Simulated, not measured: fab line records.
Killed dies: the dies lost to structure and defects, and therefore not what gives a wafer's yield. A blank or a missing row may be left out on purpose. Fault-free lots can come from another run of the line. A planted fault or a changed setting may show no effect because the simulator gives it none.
The tool behind it: which one?    flow n5Finfet    32 wafers sampled from 11 lots at 1 step of a route of 1938

WHAT THE GAUGES READ, wafer by wafer
N5_BEOL_M9_CD_MEAS_11 targets a cd of 64.1 nm. Usual: 64.1 nm for cdNm, sd 0.51.
lot   measured      on        cdNm (nm)       flag
L586  day 9 17:57   cdSem-01  64.4 64.1 64.4  
L587  day 10 03:44  cdSem-02  63.7 64.2 64.1  
L594  day 11 11:15  cdSem-01  64.2 63.7       
L597  day 12 22:39  cdSem-01  63.9 64.2 64.3  
L598  day 13 09:29  cdSem-01  63.9 63.9 63.6  
L601  day 13 10:34  cdSem-02  63.5 63.9 64.0  
L603  day 13 12:44  cdSem-03  63.3 64.2 63.6  
L600  day 13 19:19  cdSem-02  63.1 64.3 63.2  
L604  day 14 12:51  cdSem-03  64.1 64.1 64.5  
L607  day 15 16:53  cdSem-02  63.9 65.0 64.3  
L609  day 15 17:10  cdSem-01  64.2 64.5 64.0  

TOOL THAT RAN EACH LOT (tool first, then ch and the chambers of the sampled wafers, then the start)
Record: no process step prior to these readings.

WHAT THE TOOLS THEMSELVES READ (means of the sampled wafers that have a number; where no wafer has one, the mark that the record gives instead)
The record holds no such reading with a usual standard deviation.

THE ANSWER, worked out from the rows above alone
Rule: a lot is off if the mean of its wafers that have a number lies more than 3 standard deviations from the usual mean. A lot without any number at a reading at which 4 lots or more have one is off too. All remaining lots with rows at the step are treated as sound. First the gauges in route order, then the tools' own readings, where a lot's mean is used as printed above. The first step at which some lot is off is used, and at that step the reading that is off furthest; a lot without a number counts as furthest.
No lot is off at any reading shown: from this, nothing can be told.

WHAT THE SIMULATOR HAD PUT IN
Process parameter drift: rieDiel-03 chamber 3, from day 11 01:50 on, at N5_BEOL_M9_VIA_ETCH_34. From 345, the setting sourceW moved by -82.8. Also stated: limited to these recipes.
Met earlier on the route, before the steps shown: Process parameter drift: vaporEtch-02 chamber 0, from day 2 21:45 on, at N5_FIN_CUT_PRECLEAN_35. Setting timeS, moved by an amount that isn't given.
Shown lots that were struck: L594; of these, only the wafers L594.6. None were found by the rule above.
